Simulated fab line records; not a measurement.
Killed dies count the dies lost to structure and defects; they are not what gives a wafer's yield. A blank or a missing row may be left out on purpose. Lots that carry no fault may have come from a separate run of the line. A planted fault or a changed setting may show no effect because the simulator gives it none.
Which tool did it? -- flow nandHarc -- 24 lots, 72 wafers sampled, at 6 steps of a route of 1159

== WHAT EACH GAUGE READ, for each wafer ==
NHARC_A_SGD_CUT_CD_MEAS_09: the cd target is 100 nm. Usual: cdNm 100.0 nm, standard deviation 0.46.
lot,measured,on,cdNm (nm),flag
L074,day 14 02:37,cdSem-02,99.6 99.8 99.8,
L075,day 14 02:27,cdSem-02,99.8 99.9 100.7,
L077,day 14 12:01,cdSem-01,100.1 99.3 99.6,
L076,day 14 11:41,cdSem-03,100.6 99.9 99.6,
L079,day 14 11:52,cdSem-03,100.0 99.7 100.0,
L078,day 14 16:50,cdSem-01,99.4 100.5 100.5,
L081,day 15 11:50,cdSem-03,100.1 101.1 99.7,
L083,day 15 22:44,cdSem-02,99.2 100.0 100.7,
L080,day 15 21:57,cdSem-01,99.7 99.7 99.1,
L082,day 16 08:44,cdSem-02,100.4 99.9 101.0,
L084,day 16 08:39,cdSem-03,99.9 100.0 100.0,
L089,day 17 02:43,cdSem-01,100.3 100.0 99.2,
L085,day 17 02:14,cdSem-02,100.3 99.7 100.4,
L087,day 17 04:10,cdSem-02,100.0 99.7 99.8,
L086,day 17 02:32,cdSem-03,99.8 100.6 99.9,
L088,day 17 16:25,cdSem-02,99.6 99.9 99.8,
L091,day 18 07:37,cdSem-02,99.3 100.1 99.7,
L090,day 18 07:23,cdSem-01,100.1 99.7 100.7,
L093,day 18 08:07,cdSem-03,100.3 100.4 100.3,
L094,day 18 16:07,cdSem-03,99.4 99.8 100.2,
L092,day 18 22:16,cdSem-01,100.3 100.6 100.4,
L096,day 18 21:54,cdSem-03,99.9 100.2 99.8,
L095,day 18 22:25,cdSem-02,100.2 100.3 99.8,
L097,day 19 19:42,cdSem-01,100.7 100.7 100.6,

== TOOL THAT RAN EACH LOT (tool first, then ch and the chambers of the sampled wafers, then the start) ==
lot,NHARC_A_STAIRCASE_STRIP_175,NHARC_A_STAIRCASE_STRIP_205,NHARC_A_STAIRCASE_ALD_415,NHARC_A_STAIRCASE_DEP_325,NHARC_A_STAIRCASE_STRIP_475
L074,"plasmaAsher-02 ch 0,1, day 11 06:11","plasmaAsher-01 ch 0,1, day 11 09:46","aldHk-02 ch 0,1,3, day 12 04:10","pecvd-01 ch 1,2, day 13 12:00","rieDiel-05 ch 1,2,3, day 14 02:37 or earlier"
L075,"plasmaAsher-02 ch 0,1, day 11 08:19","plasmaAsher-02 ch 0,1, day 11 12:26","aldHk-01 ch 1,2,3, day 12 05:19","pecvd-02 ch 0,1,2, day 13 12:00","rieDiel-02 ch 1,2,3, day 14 02:27 or earlier"
L077,"plasmaAsher-02 ch 1, day 11 10:39","plasmaAsher-02 ch 0,1, day 11 14:53","aldHk-01 ch 0,1,3, day 12 11:37","pecvd-02 ch 0,1, day 13 20:07","rieDiel-02 ch 0,2,3, day 14 12:01 or earlier"
L076,"plasmaAsher-01 ch 0, day 11 14:03","plasmaAsher-01 ch 0,1, day 11 17:41","aldHk-03 ch 0,1,3, day 12 09:52","pecvd-01 ch 0,1, day 13 19:36","rieDiel-02 ch 1,2,3, day 14 11:41 or earlier"
L079,"plasmaAsher-01 ch 0,1, day 11 15:16","plasmaAsher-02 ch 0,1, day 11 18:52","aldHk-02 ch 0,1,2, day 12 11:45","pecvd-04 ch 0,1,2, day 13 19:32","rieDiel-05 ch 0,2,3, day 14 11:52 or earlier"
L078,"plasmaAsher-01 ch 0,1, day 11 19:22","plasmaAsher-01 ch 0,1, day 11 23:16","aldHk-03 ch 0,3, day 12 17:53","pecvd-04 ch 1,2, day 14 03:10","rieDiel-05 ch 2,3, day 14 16:50 or earlier"
L081,"plasmaAsher-02 ch 0,1, day 12 16:59","plasmaAsher-02 ch 0,1, day 12 20:54","aldHk-02 ch 1,2,3, day 13 15:35","pecvd-04 ch 1,2, day 14 21:36","rieDiel-02 ch 0,1,2, day 15 10:21"
L083,"plasmaAsher-01 ch 0,1, day 12 23:13","plasmaAsher-02 ch 0,1, day 13 03:02","aldHk-02 ch 0,2,3, day 14 00:34","pecvd-04 ch 0,1,2, day 15 07:50","rieDiel-02 ch 1,2,3, day 15 22:44 or earlier"
L080,"plasmaAsher-01 ch 0,1, day 13 00:44","plasmaAsher-01 ch 0,1, day 13 04:26","aldHk-03 ch 0,1,2, day 14 01:32","pecvd-01 ch 0,2, day 15 07:41","rieDiel-05 ch 1,2,3, day 15 21:57 or earlier"
L082,"plasmaAsher-01 ch 0,1, day 13 04:10","plasmaAsher-02 ch 0,1, day 13 08:07","aldHk-01 ch 0,1,2, day 14 05:41","pecvd-04 ch 0,1, day 15 17:43","rieDiel-02 ch 1,3, day 16 08:44 or earlier"
L084,"plasmaAsher-01 ch 0,1, day 13 08:11","plasmaAsher-01 ch 0,1, day 13 12:05","aldHk-02 ch 0,1,3, day 14 06:33","pecvd-01 ch 1,2, day 15 17:51","rieDiel-13 ch 0,2,3, day 16 08:39 or earlier"
L089,"plasmaAsher-02 ch 0,1, day 14 02:00","plasmaAsher-01 ch 0,1, day 14 05:55","aldHk-03 ch 1,2,3, day 15 03:44","pecvd-02 ch 0,1, day 16 10:06","rieDiel-13 ch 2,3, day 17 02:43 or earlier"
L085,"plasmaAsher-02 ch 0,1, day 14 02:36","plasmaAsher-02 ch 0,1, day 14 07:52","aldHk-02 ch 0,2,3, day 15 04:28","pecvd-04 ch 0,1,2, day 16 10:07","rieDiel-05 ch 0,1,3, day 17 02:14 or earlier"
L087,"plasmaAsher-01 ch 0,1, day 14 04:32","plasmaAsher-01 ch 0,1, day 14 10:37","aldHk-01 ch 0,1, day 15 09:02","pecvd-01 ch 1,2, day 16 10:26","rieDiel-02 ch 1,2, day 17 04:10 or earlier"
L086,"plasmaAsher-02 ch 0,1, day 14 05:07","plasmaAsher-01 ch 0,1, day 14 10:20","aldHk-03 ch 1,3, day 15 07:35","pecvd-02 ch 0,1, day 16 10:40","rieDiel-05 ch 0,1,3, day 17 02:32 or earlier"
L088,"plasmaAsher-02 ch 0,1, day 14 15:39","plasmaAsher-02 ch 0,1, day 14 19:22","aldHk-02 ch 1,2,3, day 15 15:47","pecvd-02 ch 0,1,2, day 17 03:04","rieDiel-02 ch 0,2,3, day 17 16:25 or earlier"
L091,"plasmaAsher-02 ch 0,1, day 15 04:15","plasmaAsher-02 ch 0,1, day 15 09:11","aldHk-01 ch 0,2,3, day 16 04:47","pecvd-01 ch 0,1, day 17 16:01","rieDiel-05 ch 0,1,3, day 18 07:37 or earlier"
L090,"plasmaAsher-02 ch 0,1, day 15 11:47","plasmaAsher-02 ch 0,1, day 15 18:16","aldHk-01 ch 1,2, day 16 12:50","pecvd-04 ch 0,1,2, day 17 20:07","rieDiel-05 ch 0,1,2, day 18 07:23 or earlier"
L093,"plasmaAsher-02 ch 0,1, day 15 14:15","plasmaAsher-02 ch 0,1, day 15 19:49","aldHk-03 ch 2,3, day 16 14:38","pecvd-01 ch 1,2, day 17 20:07","rieDiel-13 ch 0,2, day 18 08:07 or earlier"
L094,"plasmaAsher-02 ch 0,1, day 15 16:37","plasmaAsher-01 ch 0,1, day 15 20:52","aldHk-01 ch 1,2,3, day 16 17:09","pecvd-02 ch 0,1, day 18 02:02","rieDiel-02 ch 0,1,2, day 18 16:07 or earlier"
L092,"plasmaAsher-02 ch 0,1, day 15 18:47","plasmaAsher-01 ch 0,1, day 15 22:56","aldHk-03 ch 0,2,3, day 16 21:44","pecvd-04 ch 0,1,2, day 18 06:20","rieDiel-02 ch 0,1,3, day 18 22:16 or earlier"
L096,"plasmaAsher-01 ch 0,1, day 16 02:07","plasmaAsher-01 ch 0,1, day 16 06:24","aldHk-03 ch 0,3, day 17 01:34","pecvd-02 ch 0,1,2, day 18 06:34","rieDiel-13 ch 0,1,2, day 18 21:54 or earlier"
L095,"plasmaAsher-01 ch 0,1, day 16 02:55","plasmaAsher-01 ch 0,1, day 16 09:10","aldHk-03 ch 0,2,3, day 17 05:26","pecvd-01 ch 0,1, day 18 06:17","rieDiel-02 ch 1,2,3, day 18 22:25 or earlier"
L097,"plasmaAsher-02 ch 0,1, day 16 15:08","plasmaAsher-02 ch 0,1, day 16 19:29","aldHk-03 ch 0,1,3, day 17 17:17","pecvd-01 ch 1,2, day 19 05:35","rieDiel-05 ch 1,2, day 19 19:42 or earlier"
- NHARC_A_STAIRCASE_STRIP_175: strips in O2.
- NHARC_A_STAIRCASE_STRIP_205: strips in O2.
- NHARC_A_STAIRCASE_ALD_415: deposits SiO2, target thk 30 nm, pulse time 6 s, ald cycles 300.
- NHARC_A_STAIRCASE_DEP_325: deposits SiO2, target thk 3800 nm.
- NHARC_A_STAIRCASE_STRIP_475: strips in O2, time 20 s.

== AS READ BY THE TOOLS THEMSELVES (means over the sampled wafers that have a number; for cases with no such wafer, the mark the record gives instead) ==
NHARC_A_STAIRCASE_STRIP_175. Usual: drypumpMotorCurrentA 5.66 A, standard deviation 0.28; heaterPowerW 336 W, standard deviation 33.
lot,tool,drypumpMotorCurrentA (A),heaterPowerW (W),flag
L074,plasmaAsher-02,5.86,313,
L075,plasmaAsher-02,5.91,303,
L077,plasmaAsher-02,5.86,325,
L076,plasmaAsher-01,5.48,384,
L079,plasmaAsher-01,5.29,376,
L078,plasmaAsher-01,5.29,370,
L081,plasmaAsher-02,5.86,317,
L083,plasmaAsher-01,5.30,375,
L080,plasmaAsher-01,5.38,375,
L082,plasmaAsher-01,5.30,370,
L084,plasmaAsher-01,5.40,367,
L089,plasmaAsher-02,5.88,317,
L085,plasmaAsher-02,5.89,315,
L087,plasmaAsher-01,5.39,369,
L086,plasmaAsher-02,5.90,309,
L088,plasmaAsher-02,5.89,316,
L091,plasmaAsher-02,5.90,304,
L090,plasmaAsher-02,5.88,318,
L093,plasmaAsher-02,5.89,309,
L094,plasmaAsher-02,5.89,313,
L092,plasmaAsher-02,5.89,309,
L096,plasmaAsher-01,5.30,374,
L095,plasmaAsher-01,5.39,372,
L097,plasmaAsher-02,5.90,307,

NHARC_A_STAIRCASE_STRIP_205. Usual: drypumpMotorCurrentA 5.61 A, standard deviation 0.29; heaterPowerW 342 W, standard deviation 34.
lot,tool,drypumpMotorCurrentA (A),heaterPowerW (W),flag
L074,plasmaAsher-01,5.29,364,
L075,plasmaAsher-02,5.92,312,
L077,plasmaAsher-02,5.88,308,
L076,plasmaAsher-01,5.38,375,
L079,plasmaAsher-02,5.89,311,
L078,plasmaAsher-01,5.40,383,
L081,plasmaAsher-02,5.88,306,
L083,plasmaAsher-02,5.88,306,
L080,plasmaAsher-01,5.38,372,
L082,plasmaAsher-02,5.86,312,
L084,plasmaAsher-01,5.31,370,
L089,plasmaAsher-01,5.30,378,
L085,plasmaAsher-02,5.89,314,
L087,plasmaAsher-01,5.40,371,
L086,plasmaAsher-01,5.37,375,
L088,plasmaAsher-02,5.90,304,
L091,plasmaAsher-02,5.90,315,
L090,plasmaAsher-02,5.87,304,
L093,plasmaAsher-02,5.90,309,
L094,plasmaAsher-01,5.29,375,
L092,plasmaAsher-01,5.38,377,
L096,plasmaAsher-01,5.30,370,
L095,plasmaAsher-01,5.28,373,
L097,plasmaAsher-02,5.87,305,

NHARC_A_STAIRCASE_ALD_415. Usual: heaterPowerW 484 W, standard deviation 35; precursorPulseHeightRel 0.999, standard deviation 0.02.
lot,tool,heaterPowerW (W),precursorPulseHeightRel,flag
L074,aldHk-02,475,1.004,
L075,aldHk-01,490,0.983,
L077,aldHk-01,465,1.007,
L076,aldHk-03,489,0.996,
L079,aldHk-02,485,0.995,
L078,aldHk-03,506,0.989,
L081,aldHk-02,497,1.005,
L083,aldHk-02,474,0.992,
L080,aldHk-03,468,1.018,
L082,aldHk-01,467,0.989,
L084,aldHk-02,480,1.010,
L089,aldHk-03,481,1.000,
L085,aldHk-02,477,0.973,
L087,aldHk-01,438,0.991,
L086,aldHk-03,453,0.980,
L088,aldHk-02,494,1.003,
L091,aldHk-01,482,0.989,
L090,aldHk-01,476,0.998,
L093,aldHk-03,504,1.010,
L094,aldHk-01,488,1.016,
L092,aldHk-03,515,0.998,
L096,aldHk-03,515,0.999,
L095,aldHk-03,510,0.984,
L097,aldHk-03,484,0.997,

NHARC_A_STAIRCASE_DEP_325. Usual: heaterPowerW 681 W, standard deviation 100.
lot,tool,heaterPowerW (W),flag
L074,pecvd-01,666,
L075,pecvd-02,797,
L077,pecvd-02,757,
L076,pecvd-01,676,
L079,pecvd-04,636,
L078,pecvd-04,721,
L081,pecvd-04,729,
L083,pecvd-04,620,
L080,pecvd-01,665,
L082,pecvd-04,633,
L084,pecvd-01,693,
L089,pecvd-02,742,
L085,pecvd-04,623,
L087,pecvd-01,675,
L086,pecvd-02,817,
L088,pecvd-02,769,
L091,pecvd-01,674,
L090,pecvd-04,591,
L093,pecvd-01,674,
L094,pecvd-02,809,
L092,pecvd-04,583,
L096,pecvd-02,708,
L095,pecvd-01,767,
L097,pecvd-01,770,

NHARC_A_STAIRCASE_STRIP_475. Usual: drypumpMotorCurrentA 5.7 A, standard deviation 0.4; oesProductAu 1.000 a.u., standard deviation 0.01; rfVppV 57.9 V, standard deviation 0.91; showerheadPlenumPTorr 3.55 Torr, standard deviation 0.15; throttleValvePct 17.035 %, standard deviation 0.0096.
lot,tool,drypumpMotorCurrentA (A),oesProductAu (a.u.),rfVppV (V),showerheadPlenumPTorr (Torr),throttleValvePct (%),flag
L074,rieDiel-05,5.6,0.988,58.1,3.53,17.039,
L075,rieDiel-02,5.8,1.000,57.3,3.53,17.033,
L077,rieDiel-02,5.6,0.998,58.2,3.54,17.037,
L076,rieDiel-02,5.8,1.000,56.9,3.52,17.028,
L079,rieDiel-05,5.8,0.987,57.9,3.58,17.034,
L078,rieDiel-05,5.6,0.990,57.8,3.60,17.030,
L081,rieDiel-02,5.6,1.003,58.2,3.64,17.035,
L083,rieDiel-02,5.8,1.001,57.7,3.70,17.037,
L080,rieDiel-05,5.5,1.003,57.3,3.52,17.029,
L082,rieDiel-02,6.2,1.000,57.9,3.71,17.031,
L084,rieDiel-13,5.7,1.003,57.6,3.47,17.041,
L089,rieDiel-13,5.8,1.002,57.9,3.39,17.038,
L085,rieDiel-05,5.8,1.013,57.5,3.49,17.037,
L087,rieDiel-02,5.7,0.995,57.4,3.61,17.033,
L086,rieDiel-05,5.8,1.010,58.5,3.49,17.031,
L088,rieDiel-02,5.6,1.006,57.8,3.72,17.029,
L091,rieDiel-05,5.7,1.006,57.6,3.48,17.034,
L090,rieDiel-05,5.9,1.003,57.5,3.48,17.040,
L093,rieDiel-13,5.5,1.003,58.0,3.54,17.031,
L094,rieDiel-02,5.6,0.999,58.7,3.62,17.030,
L092,rieDiel-02,6.0,1.001,57.7,3.64,17.039,
L096,rieDiel-13,5.6,0.991,57.9,3.46,17.034,
L095,rieDiel-02,5.8,1.007,58.9,3.69,17.039,
L097,rieDiel-05,5.7,1.002,57.2,3.50,17.030,

== THE ANSWER, worked out from the rows above alone ==
Rule: a lot counts as off when the mean over its wafers that have a number is more than 3 standard deviations away from the usual mean. A lot without any number at a reading at which 4 lots or more have one is off too. Where the step has rows for the other lots, those lots are counted as sound. The gauges are gone through in route order, then the tools' own readings, and for those a lot's mean is taken as printed above. At the first step where some lot is off, the reading lying furthest off is the one used; lots without a number count as furthest.
Nothing can be told from this: no lot is off at any reading shown.

== WHAT THE SIMULATOR PUT IN ==
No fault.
